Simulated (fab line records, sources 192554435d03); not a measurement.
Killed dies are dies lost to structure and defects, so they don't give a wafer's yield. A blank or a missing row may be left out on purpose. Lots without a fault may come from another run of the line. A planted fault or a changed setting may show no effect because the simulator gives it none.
A struck lot beside a sound one | flow n5_finfet | 18 steps out of a route of 1938
Sound: wafers L118.2, L118.3, L118.5. Struck: wafers L109.2, L109.3, L109.5. The cause comes at the end.
At each step with rows: each side's tool, then ch and its chambers, then its first start. Under that, the readings that differ: sound wafers | struck wafers | difference of the means | sigmas: that difference in standard deviations of wafers without a fault.
alike: readings whose means differ by less than 2 such deviations, and words and numbers that are the same on both sides. not compared: withheld readings, readings that some wafer has no value for, bounds like >300 that may hide the same value, and numbers for which the record gives no deviation and whose values overlap.
The two part at a step that has a row with sigmas, a row that says differs or no value, or rows on one side only. Numbers that don't overlap but have no deviation are shown without sigmas and don't part them. A reading that every wafer of one side lacks parts them only if that side has two wafers or more.

N5_BEOL_M0_SAQP_STRIP_86: strips in N2/H2.
  sound on rie_diel-05 ch 0,2, day 10 09:05; struck on rie_diel-06 ch 0,1, day 8 05:41
  alike: drypump_motor_current_A, oes_product_au, rf_vpp_V, showerhead_plenum_p_Torr, throttle_valve_pct
  not compared: rf_hours_counter_h
then, 3 steps without rows for these wafers: N5_BEOL_M0_SAQP_STRIP_115 (strips in post etch residue remover, time 60 s); N5_BEOL_M0_SAQP_SRD_93 (time 30 s); N5_BEOL_M0_SAQP_RECESS_114 (chemistry HF/NH3, target SiO2, target depth 14.4 nm, afs cycles 3, sublimation time 60 s).
N5_BEOL_M0_SAQP_SPACER1_ALD_98: deposits SiO2, target thk 12.8 nm, pulse time 1 s, purge time 2 s.
  sound on ald_sin-03 ch 0,2,3, day 10 10:04; struck on ald_sin-03 ch 0,2, day 8 06:13
  alike: heater_power_w, precursor_pulse_height_rel
then, 1 step without rows for these wafers: N5_BEOL_M0_SAQP_SPACER1_ETCHBACK_99 (etches SiO2 in CHF3/O2, target depth 15.4 nm, time 7.7 s).
N5_BEOL_M0_SAQP_MANDREL1_REMOVE_100: chemistry HBr/Cl2/O2, target a-Si, stops on SiNx, bt time 10 s.
  sound on rie_si-06 ch 0,2, day 10 10:38; struck on rie_si-06 ch 0,1,3, day 8 06:46
  alike: drypump_motor_current_A, mfc_cl2_sccm, oes_product_au, throttle_valve_pct
  not compared: rf_hours_counter_h
N5_BEOL_M0_SAQP_CD_MEAS_25: target cd 13.1 nm.
  sound on cd_sem-01 ch 0, day 10 10:44; struck on cd_sem-02 ch 0, day 8 06:53
  alike: cd_nm
then, 1 step without rows for these wafers: N5_BEOL_M0_SAQP_ETCH_101 (etches SiNx in CH3F/O2, target depth 29.9 nm, time 42.7 s).
N5_BEOL_M0_SAQP_ETCH_102: etches SiO2 in CF4, target depth 4 nm, time 4.4 s.
  sound on rie_si-03 ch 0,2,3, day 10 10:53; struck on rie_si-02 ch 1,2, day 8 07:02
  reading                     | sound       | struck      | difference | sigmas
  drypump_motor_current_A (A) | 5.5 5.1 5.1 | 6.3 5.6 6.3 | +0.8       | +2
  alike: oes_product_au, throttle_valve_pct
  not compared: rf_hours_counter_h
N5_BEOL_M0_SAQP_MANDREL_ETCH_103: etches a-Si in HBr/Cl2, stops on SiCN, target depth 45 nm, bt time 10 s, time 27 s.
  sound on rie_si-03 ch 0,2,3, day 10 10:55; struck on rie_si-02 ch 1,2, day 8 07:04
  reading                     | sound       | struck      | difference | sigmas
  drypump_motor_current_A (A) | 5.5 5.2 5.1 | 6.3 5.6 6.3 | +0.8       | +2
  alike: mfc_cl2_sccm, oes_product_au, throttle_valve_pct
  not compared: rf_hours_counter_h
then, 1 step without rows for these wafers: N5_BEOL_M0_SAQP_RECESS_104 (chemistry HF/NH3, target SiO2, target depth 18 nm, afs cycles 3, sublimation time 60 s).
N5_BEOL_M0_SAQP_COAT_105: time 60 s, resist thk 100 nm.
  sound on litho_track-02 ch 0, day 10 11:23; struck on litho_track-01 ch 0, day 8 07:32
  reading                                        | sound                | struck               | difference | sigmas
  spin_speed_rpm (rpm)                           | 1501.2 1498.7 1501.1 | 1374.0 1373.6 1371.8 | -127.2     | -99 or more
  model.SOC_of_BEOL_M0_SAQP_COAT_105.thk_nm (nm) | 99.8 99.8 99.8       | 104.2 104.6 104.4    | +4.6       |
  alike: plate_temp_C
then, 1 step without rows for these wafers: N5_BEOL_M0_SAQP_ETCH_106 (etches SOC in N2/H2, stops on SiNx, target depth 150 nm).
N5_BEOL_M0_SAQP_ETCH_107: etches SiNx in CH3F/O2, target depth 30 nm.
  sound on rie_diel-06 ch 0,2,3, day 10 11:31; struck on rie_diel-06 ch 1,3, day 8 07:39
  reading                                        | sound        | struck         | difference | sigmas
  model.SOC_of_BEOL_M0_SAQP_COAT_105.thk_nm (nm) | 11 14.6 13.6 | 17.6 14.8 17.2 | +3.5       |
  alike: drypump_motor_current_A, oes_product_au, rf_vpp_V, showerhead_plenum_p_Torr, throttle_valve_pct
  not compared: rf_hours_counter_h
then, 1 step without rows for these wafers: N5_BEOL_M0_SAQP_STRIP_108 (strips in N2/H2).
-- the record jumps here: 4 days lie between the struck wafers' starts before and after (it left off in module BEOL_M0_SAQP and takes up again in module BEOL_M4, whose first step shown is number 1111 of the route) --
N5_BEOL_M4_RC_MEAS_101:
  sound on prober-01 ch 0, day 14 23:59; struck on prober-02 ch 0, day 12 12:58
  reading       | sound          | struck         | difference | sigmas
  SS_N (mV/dec) | 72.4 72.0 72.4 | 70.1 70.9 71.2 | -1.5       | -2
  alike: DIBL_N, DIBL_P, IOFF_N, IOFF_P, ION_N, ION_P, SS_P, VT_N, VT_P
then, 1 step without rows for these wafers: N5_PASSIVATION_PROBE_49.

WHERE THEY PART
First at N5_BEOL_M0_SAQP_ETCH_102; last, within this record, at N5_BEOL_M4_RC_MEAS_101.

WHY: what the simulator had put in
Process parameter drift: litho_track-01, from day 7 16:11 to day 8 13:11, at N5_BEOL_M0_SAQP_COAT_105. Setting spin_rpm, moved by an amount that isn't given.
